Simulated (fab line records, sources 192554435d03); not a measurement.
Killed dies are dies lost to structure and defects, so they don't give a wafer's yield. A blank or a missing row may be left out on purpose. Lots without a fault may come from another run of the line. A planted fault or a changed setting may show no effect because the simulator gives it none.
Split-lot experiment | flow n5_finfet | 7 lots, 39 wafers read, on a route of 1938 steps

THE SPLIT
At N5_MOL_CONTACT_COAG_CVD_140 (deposits W, target thk 66.5 nm, time 215 s), the setting target_thk_a was moved away from the recipe's 665 angstrom on 12 of the 39 wafers read, by -4.1% to +10.6%. The other wafers ran this setting at the recipe's value.

The reading is taken at the split's own step.

THE READING
W_of_MOL_CONTACT_COAG_CVD_140.thk_nm (the simulator's own value, which no gauge read), in nm, at N5_MOL_CONTACT_COAG_CVD_140 (deposits W, target thk 66.5 nm, time 215 s). The file gives no usual value for it. The 27 wafers here that ran the recipe average 66.4 nm, standard deviation 0.76 nm.

wafer  | tool, chamber at the split | target_thk_a as run, angstrom | against the recipe | W_of_MOL_CONTACT_COAG_CVD_140.thk_nm, nm | against lot-mates on the recipe
L075.1 | cvd_w-01, 0                | 707.7                         | +6.4%              | 70.8                                     | +4.7
L075.2 | cvd_w-01, 1                | 665                           | recipe             | 65.8                                     | -
L075.3 | cvd_w-01, 1                | 665                           | recipe             | 66                                       | -
L075.4 | cvd_w-01, 0                | 665                           | recipe             | 66.6                                     | -
L075.5 | cvd_w-01, 1,0              | 707.7                         | +6.4%              | 70.4                                     | +4.3
L075.6 | cvd_w-01, 1,0              | 707.7                         | +6.4%              | 70.4                                     | +4.3
L077.1 | cvd_w-02, 0                | 665                           | recipe             | 66.6                                     | -
L077.2 | cvd_w-02, 1                | 665                           | recipe             | 67                                       | -
L077.3 | cvd_w-02, 1,0              | 665                           | recipe             | 66.8                                     | -
L077.4 | cvd_w-02, 1,0              | 665                           | recipe             | 66.8                                     | -
L077.5 | cvd_w-02, 0                | 665                           | recipe             | 67.4                                     | -
L077.6 | cvd_w-02, 1                | 665                           | recipe             | 67.2                                     | -
L083.1 | cvd_w-02, 1                | 665                           | recipe             | 66                                       | -
L083.2 | cvd_w-02, 0                | 665                           | recipe             | 67.4                                     | -
L083.3 | cvd_w-02, 1,0              | 665                           | recipe             | 67.2                                     | -
L083.4 | cvd_w-02, 1,0              | 665                           | recipe             | 67.2                                     | -
L083.5 | cvd_w-02, 1                | 665                           | recipe             | 66.8                                     | -
L083.6 | cvd_w-02, 0                | 665                           | recipe             | 67.6                                     | -
L084.1 | cvd_w-01, 0                | 730.3                         | +9.8%              | 73                                       | +7.1
L084.2 | cvd_w-01, 1                | 665                           | recipe             | 65.2                                     | -
L084.3 | cvd_w-01, 0                | 730.3                         | +9.8%              | 72.8                                     | +6.9
L084.4 | cvd_w-01, 1                | 665                           | recipe             | 66.6                                     | -
L084.5 | cvd_w-01, 0                | 730.3                         | +9.8%              | 72.6                                     | +6.7
L084.6 | cvd_w-01, 1                | 665                           | recipe             | 66                                       | -
L087.1 | cvd_w-02, 1,0              | 637.9                         | -4.1%              | 64                                       | -2.6
L087.3 | cvd_w-02, 1,0              | 637.9                         | -4.1%              | 64                                       | -2.6
L087.2 | cvd_w-02, 0                | 665                           | recipe             | 67.2                                     | -
L087.4 | cvd_w-02, 1                | 665                           | recipe             | 66                                       | -
L087.5 | cvd_w-02, 0                | 637.9                         | -4.1%              | 63.8                                     | -2.8
L087.6 | cvd_w-02, 1                | 665                           | recipe             | 66.6                                     | -
L090.1 | cvd_w-01, 1                | 665                           | recipe             | 64.8                                     | -
L090.2 | cvd_w-01, 0,1              | 735.6                         | +10.6%             | 72.2                                     | +6.7
L090.3 | cvd_w-01, 0,1              | 735.6                         | +10.6%             | 72.2                                     | +6.7
L090.4 | cvd_w-01, 0,1              | 665                           | recipe             | 65.8                                     | -
L090.6 | cvd_w-01, 0,1              | 665                           | recipe             | 65.8                                     | -
L090.5 | cvd_w-01, 0                | 735.6                         | +10.6%             | 72.4                                     | +6.9
L096.1 | cvd_w-01, 0                | 665                           | recipe             | 65.6                                     | -
L096.4 | cvd_w-01, 0                | 665                           | recipe             | 65.6                                     | -
L096.5 | cvd_w-01, 0                | 665                           | recipe             | 65.2                                     | -
Where a row lists several chambers, the file gives one row for several wafers and doesn't say which wafer went through which chamber.

THE FIT
A straight line over all 39 wafers: W_of_MOL_CONTACT_COAG_CVD_140.thk_nm changes by +0.605 nm for each +1% of target_thk_a; r = +0.97; the points scatter about the line by 0.69 nm.
The same after taking each lot's own level away (the mean of its wafers on the recipe; 39 wafers): +0.668 nm for each +1%; r = +0.99; scatter 0.39 nm.
On that fit, the largest move of target_thk_a shifts the reading by 7.1 nm.
The lots' own levels span 65.47 to 67.03 nm, that is 2.1 times the standard deviation above.
So the lot-to-lot level changes the slope little: the two slopes agree.
Check: with one of the wafers moved furthest among these (+10.6%) left out of the fit, the line predicts +7.17 nm for it against its lot-mates. It came out at +6.73 nm against them.

OTHER SPLITS ON THESE WAFERS
These wafers also went through other splits before the reading. Each is held against what the fit with the lots' levels taken away leaves over:
other split on the same wafers     | wafers away from the commonest value | r with W_of_MOL_CONTACT_COAG_CVD_140.thk_nm (lot level and that fit taken away)
N5_DUMMY_GATE_ETCH_37 source_w     | 12                                   | -0.01
N5_DUMMY_GATE_ETCH_32 time_s       | 18                                   | +0.20
N5_GATE_CUT_HM_DEP_46 target_thk_a | 18                                   | +0.00

THE FILE'S OWN FIT
W_of_MOL_CONTACT_COAG_CVD_140.thk_nm changes by +0.67 nm for each +1% of target_thk_a, r = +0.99.
